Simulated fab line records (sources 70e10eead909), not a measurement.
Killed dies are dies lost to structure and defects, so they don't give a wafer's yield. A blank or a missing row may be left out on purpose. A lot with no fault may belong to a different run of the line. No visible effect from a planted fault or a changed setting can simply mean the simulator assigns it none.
Comparing a struck lot with a sound one    flow nand_harc    14 steps out of a route of 1159
Sound: wafers L831.2, L831.4, L831.6. Struck: wafer L840.2 (L840.4, L840.5, from the same lot, were not struck and are left out); the cause is given at the end.
Each step with rows lists, per side, the tool, then ch with its chambers, then its first start. Under that, the readings that differ: sound wafers    struck wafers    difference of the means    sigmas: that difference in standard deviations of wafers without a fault.
alike: readings whose means differ by less than 2 such deviations, and words and numbers that are the same on both sides. not compared: withheld readings, readings that some wafer has no value for, bounds like >300 that may hide the same value, and numbers for which the record gives no deviation and whose values overlap.
The two part at a step that has a row with sigmas, a row that says differs or no value, or rows on one side only. When numbers do not overlap yet have no deviation, they are printed without sigmas and do not part them. Lack of a reading on every wafer of one side parts them only where that side has two or more wafers.

NHARC_A_CHANNEL_HOLE_D1_CD_MEAS_30:
  struck on cd_sem-03, day 12 17:25; sound on cd_sem-03, day 10 16:06
  alike: cd_nm
after that, 1 step had no rows for these wafers: NHARC_A_CHANNEL_HOLE_D1_XSEM_31.
NHARC_A_CHANNEL_HOLE_D1_INSPECT_40:
  struck on defect_inspect-01, day 12 17:37; sound on defect_inspect-01, day 10 16:17
  alike: raw_defect_count
then, 2 steps without rows for these wafers: NHARC_A_CHANNEL_FILL_D1_PRECLEAN_00 (cleans in SC1); NHARC_A_CHANNEL_FILL_D1_SRD_01.
NHARC_A_CHANNEL_FILL_D1_ALD_02: deposits SiO2, target thk 6 nm, pulse time 10 s, ald cycles 60.
  sound on ald_hk-04 ch 0,3, day 10 18:50; struck on ald_hk-03 ch 0, day 12 20:49
reading                     sound              struck  difference  sigmas
heater_power_w (W)          511 473 525        388     -115        -2
precursor_pulse_height_rel  0.992 0.969 1.027  1.044   +0.048      +2
  alike: susceptor_temp_C
NHARC_A_CHANNEL_FILL_D1_ALD_03: deposits SiNx, target thk 6 nm, pulse time 60 s, ald cycles 58.
  sound on ald_sin_batch-01 ch 0; struck on ald_sin_batch-01 ch 0
  alike: precursor_pulse_height_rel, susceptor_temp_C
then, 1 step without rows for these wafers: NHARC_A_CHANNEL_FILL_D1_ALD_14 (deposits SiO2, target thk 2.5 nm, pulse time 10 s, ald cycles 25).
NHARC_A_CHANNEL_FILL_D1_ALD_15: deposits SiNx, target thk 2 nm, pulse time 60 s, ald cycles 19.
  sound on ald_sin_batch-02 ch 0; struck on ald_sin_batch-01 ch 0
reading                     sound              struck  difference  sigmas
precursor_pulse_height_rel  1.012 1.012 1.010  0.967   -0.044      -2
susceptor_temp_C (C)        630.3 630.7 630.9  630.0   -0.6        -2
NHARC_A_CHANNEL_FILL_D1_ALD_16: deposits SiO2, target thk 1.5 nm, pulse time 10 s, ald cycles 15.
  sound on ald_hk-02 ch 0,2,3, day 11 07:05; struck on ald_hk-02 ch 2, day 13 09:02
  alike: heater_power_w, precursor_pulse_height_rel
  not compared: susceptor_temp_C
then, 2 steps without rows for these wafers: NHARC_A_CHANNEL_FILL_D1_ANNEAL_17 (time 1800 s); NHARC_A_CHANNEL_FILL_D1_CVD_18 (deposits poly-Si, target thk 3 nm).
NHARC_A_CHANNEL_FILL_D1_ETCHBACK_19: etches the open film in HBr/Cl2, target depth 5 nm, time 1.7 s.
  sound on rie_si-03 ch 0,1,2, day 11 18:54; struck on rie_si-03 ch 0, day 13 20:53
reading                sound              struck  difference  sigmas
oes_product_au (a.u.)  0.966 0.961 0.985  0.740   -0.231      -14
  alike: drypump_motor_current_A, throttle_valve_pct
  not compared: rf_hours_counter_h
NHARC_A_CHANNEL_FILL_D1_ETCHBACK_20: etches the open film in C4F8/O2/Ar, target depth 27 nm, time 13.5 s.
  sound on rie_diel-12 ch 1,2,3, day 11 19:01; struck on rie_diel-07 ch 3, day 13 20:59
  alike: oes_product_au, rf_vpp_V
  not compared: rf_hours_counter_h

## WHERE THEY PART
First at NHARC_A_CHANNEL_FILL_D1_ALD_02; last, within this record, at NHARC_A_CHANNEL_FILL_D1_ETCHBACK_19. Later steps at which nothing parts them and some readings are alike: NHARC_A_CHANNEL_FILL_D1_ETCHBACK_20.

WHY: what had been put in by the simulator
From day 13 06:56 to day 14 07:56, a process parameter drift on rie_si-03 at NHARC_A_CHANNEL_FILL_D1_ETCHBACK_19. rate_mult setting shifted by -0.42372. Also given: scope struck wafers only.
